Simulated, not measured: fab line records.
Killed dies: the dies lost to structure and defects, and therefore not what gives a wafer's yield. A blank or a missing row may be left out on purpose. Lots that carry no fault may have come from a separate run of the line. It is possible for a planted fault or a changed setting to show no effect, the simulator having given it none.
A struck lot beside a sound one	flow n5Finfet	16 out of 1938 route steps
Sound: these wafers, L178.1, L178.4, L178.5. Wafers struck: L186.1, L186.2, L186.3. The cause is named last.
Order at every step that has rows: each side's tool, ch and its chambers, its first start. Under that, the readings that differ: sound wafers	struck wafers	difference of the means	sigmas: that difference in standard deviations of wafers without a fault.
alike: readings with means less than 2 such deviations apart, plus words and numbers identical on both sides. not compared: withheld readings, readings lacking a value on some wafer, bounds such as >300 that could conceal the same value, and numbers that have no deviation in the record and whose values overlap.
A row with sigmas, a row that says differs or no value, or rows on one side alone: a step with any of these is where the two part. When numbers do not overlap yet have no deviation, they are printed without sigmas and do not part them. A reading that every wafer of one side lacks parts them only if that side has two wafers or more.

first, 2 steps without rows for these wafers: N5_BEOL_M4_SURFACE_TREAT_85; N5_BEOL_M4_CVD_47 (deposits Co from CCTBA/H2, target thk 3 nm, time 223.8 s).
N5_BEOL_M4_SPUTTER_48: material Cu, target thk 4.5 nm, time 8.29 s.
  sound on pvdSputter-02 at day 9 18:12; struck on pvdSputter-01 at day 11 11:37
  alike: chamberPressurePa, chuckGasFlowSccm, throttleValvePct
then, 1 step without rows for these wafers: N5_BEOL_M4_ANNEAL_49 (time 240 s).
N5_BEOL_M4_SPUTTER_79: material Cu, target thk 4.5 nm, time 8.29 s.
  sound on pvdSputter-02 at day 9 18:25; struck on pvdSputter-01 at day 11 11:50
  alike: chamberPressurePa, chuckGasFlowSccm, throttleValvePct
then, 2 steps without rows for these wafers: N5_BEOL_M4_ANNEAL_80 (time 240 s); N5_BEOL_M4_SPUTTER_81 (material Cu, target thk 4.5 nm, time 8.29 s).
N5_BEOL_M4_ANNEAL_82: time 240 s.
  sound on pvdSputter-02 at day 9 18:43; struck on pvdSputter-01 at day 11 12:08
  alike: heaterPowerW
then, 2 steps without rows for these wafers: N5_BEOL_M4_SPUTTER_86 (material Cu, target thk 4.5 nm, time 8.29 s); N5_BEOL_M4_ANNEAL_87 (time 240 s).
N5_BEOL_M4_SPUTTER_88: material Cu, target thk 4.5 nm, time 8.29 s.
  sound on pvdSputter-02 at day 9 19:05; struck on pvdSputter-01 at day 11 12:29
  alike: chamberPressurePa, chuckGasFlowSccm, throttleValvePct
then, 1 step without rows for these wafers: N5_BEOL_M4_ANNEAL_89 (time 240 s).
N5_BEOL_M4_SPUTTER_90: material Cu, target thk 4.5 nm, time 8.29 s.
  sound on pvdSputter-02 at day 9 19:18; struck on pvdSputter-01 at day 11 12:43
  no value came back on the struck wafers for chamberPressurePa (Pa), chuckGasFlowSccm (sccm), throttleValvePct (%); on the sound wafers chamberPressurePa (Pa) reads 0.06991 0.06979 0.06984
N5_BEOL_M4_ANNEAL_91: time 240 s.
  sound on pvdSputter-02 at day 9 19:23; struck on pvdSputter-01 at day 11 12:47
  alike: heaterPowerW
N5_BEOL_M4_RC_MEAS_101:
  sound on prober-02 ch 0, day 9 21:05; struck on prober-01 ch 0, day 11 14:29
  alike: DIBL_N, DIBL_P, IOFF_N, IOFF_P, ION_N, ION_P, SS_N, SS_P, VT_N, VT_P
-- a jump in the record: the struck wafers' starts before and after are 5 days apart (it breaks off in module BEOL_M4 and resumes in module PASSIVATION, where the first step shown is number 1936 of the route) --
N5_PASSIVATION_PROBE_49:
  sound on prober-02 at day 14 11:22; struck on prober-02 at day 16 16:45
reading	sound	struck	difference	sigmas
killedAtOther	1 5 3	5 13 10	+6	+2
  alike: defectLimitedYield, killed_at_M0_to_M3, killed_at_M4_up, killedAtContacts, killedAtFrontEnd, killedDies, killedOpen, killedShort, sort_bin_5_function, sort_bin_6_memory, sortNPass, sortYieldPct

== WHERE THEY PART ==
At N5_BEOL_M4_SPUTTER_90 first; at N5_PASSIVATION_PROBE_49 last (within this record only).

WHY: the cause the simulator had injected
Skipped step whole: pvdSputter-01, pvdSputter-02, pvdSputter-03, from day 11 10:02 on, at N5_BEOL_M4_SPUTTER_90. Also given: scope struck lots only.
